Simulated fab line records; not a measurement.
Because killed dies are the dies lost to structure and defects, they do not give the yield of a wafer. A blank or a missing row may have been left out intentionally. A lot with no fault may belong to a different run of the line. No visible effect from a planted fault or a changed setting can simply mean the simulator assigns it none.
Chamber matching || flow nand-harc || rie-diel-03 running NHARC_A_CONTACT_ETCH_106: 4 sister chambers
The step etches the open film in CF4/O2, target depth 60 nm, overetch 6 nm, time 33 s. 4 wafers are shown with their chamber, then 12 later ones without.

## EACH WAFER AND ITS CHAMBER
{"wafer": "L084.1", "chamber": 2, "drypump-motor-current-A (A)": 5.6}
{"wafer": "L087.2", "chamber": 3, "drypump-motor-current-A (A)": 6.6}
{"wafer": "L087.4", "chamber": 1, "drypump-motor-current-A (A)": 6.1}
{"wafer": "L087.5", "chamber": 0, "drypump-motor-current-A (A)": 5.9}

## WAFERS WITHOUT THEIR CHAMBER
{"wafer": "L086.1", "drypump-motor-current-A (A)": 5.5}
{"wafer": "L086.4", "drypump-motor-current-A (A)": 6.7}
{"wafer": "L086.6", "drypump-motor-current-A (A)": 6.0}
{"wafer": "L088.2", "drypump-motor-current-A (A)": 6.6}
{"wafer": "L088.3", "drypump-motor-current-A (A)": 5.5}
{"wafer": "L088.6", "drypump-motor-current-A (A)": 5.9}
{"wafer": "L093.1", "drypump-motor-current-A (A)": 5.9}
{"wafer": "L093.2", "drypump-motor-current-A (A)": 6.0}
{"wafer": "L093.6", "drypump-motor-current-A (A)": 5.6}
{"wafer": "L097.2", "drypump-motor-current-A (A)": 5.6}
{"wafer": "L097.4", "drypump-motor-current-A (A)": 6.0}
{"wafer": "L097.6", "drypump-motor-current-A (A)": 6.0}

## WHICH CHAMBER EACH ONE RAN IN
{"wafer": "L086.1", "from the rows above": 2, "in truth": 2}
{"wafer": "L086.4", "from the rows above": 3, "in truth": 3}
{"wafer": "L086.6", "from the rows above": "can't be placed: 0 or 1", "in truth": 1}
{"wafer": "L088.2", "from the rows above": 3, "in truth": 3}
{"wafer": "L088.3", "from the rows above": 2, "in truth": 2}
{"wafer": "L088.6", "from the rows above": 0, "in truth": 0}
{"wafer": "L093.1", "from the rows above": 0, "in truth": 0}
{"wafer": "L093.2", "from the rows above": "can't be placed: 0 or 1", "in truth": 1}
{"wafer": "L093.6", "from the rows above": 2, "in truth": 2}
{"wafer": "L097.2", "from the rows above": 2, "in truth": 2}
{"wafer": "L097.4", "from the rows above": "can't be placed: 0 or 1", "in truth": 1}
{"wafer": "L097.6", "from the rows above": "can't be placed: 0 or 1", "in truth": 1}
Placed correctly: 8 of 12. Unplaceable from these rows: 4, with the true chamber sitting among the candidates in 4. Number placed wrongly: 0.
How it was worked out, from the rows above alone: a wafer's distance from a chamber is the root of the sum, over the readings, of the square of ((its reading less the chamber's mean) divided by the reading's scatter). If the next closest chamber is less than 2 further off than the closest, the wafer can't be placed; otherwise it belongs to the closest. Each chamber's mean is taken over the wafers shown for it. The scatter (one wafer shown for each chamber): square how far every hidden wafer sits from the nearest shown wafer, average those squares and take the square root.
